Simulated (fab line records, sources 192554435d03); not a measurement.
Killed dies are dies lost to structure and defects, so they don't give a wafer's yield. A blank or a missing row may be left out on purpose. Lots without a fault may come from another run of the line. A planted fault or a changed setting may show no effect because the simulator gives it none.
Chamber matching | flow n5_finfet | N5_BEOL_M4_PRE_CLEAN_60 on cvd_co-02: 3 sister chambers
The step time 15 s. 3 wafers are shown with their chamber, then 10 later ones without.

WAFERS WITH THEIR CHAMBER
wafer  | chamber | heater_power_outer_w (W)
L086.3 | 0       | 25
L088.1 | 1       | 9
L088.3 | 2       | 18

WAFERS WITHOUT THEIR CHAMBER
wafer  | heater_power_outer_w (W)
L088.4 | 9
L090.1 | 24
L090.2 | 9
L090.5 | 18
L094.2 | 18
L094.3 | 9
L094.5 | 25
L095.1 | 18
L095.3 | 24
L095.4 | 24

WHICH CHAMBER EACH WENT THROUGH
wafer  | from the rows above | in truth
L088.4 | 1                   | 1
L090.1 | 0                   | 0
L090.2 | 1                   | 1
L090.5 | 2                   | 2
L094.2 | 2                   | 2
L094.3 | 1                   | 1
L094.5 | 0                   | 0
L095.1 | 2                   | 2
L095.3 | 0                   | 0
L095.4 | 0                   | 0
Placed correctly: 10 of 10. Can't be placed from these rows: 0. Placed wrongly: 0.
How it was worked out, from the rows above alone: a wafer's distance from a chamber is the root of the sum, over the readings, of the square of ((its reading less the chamber's mean) divided by the reading's scatter). The wafer belongs to the nearest chamber; if the next one is less than 2 further off, it can't be placed. A chamber's mean is the mean of its shown wafers. The scatter: with one shown wafer a chamber, the root of the mean of the squares of how far each hidden wafer lies from its nearest shown one.
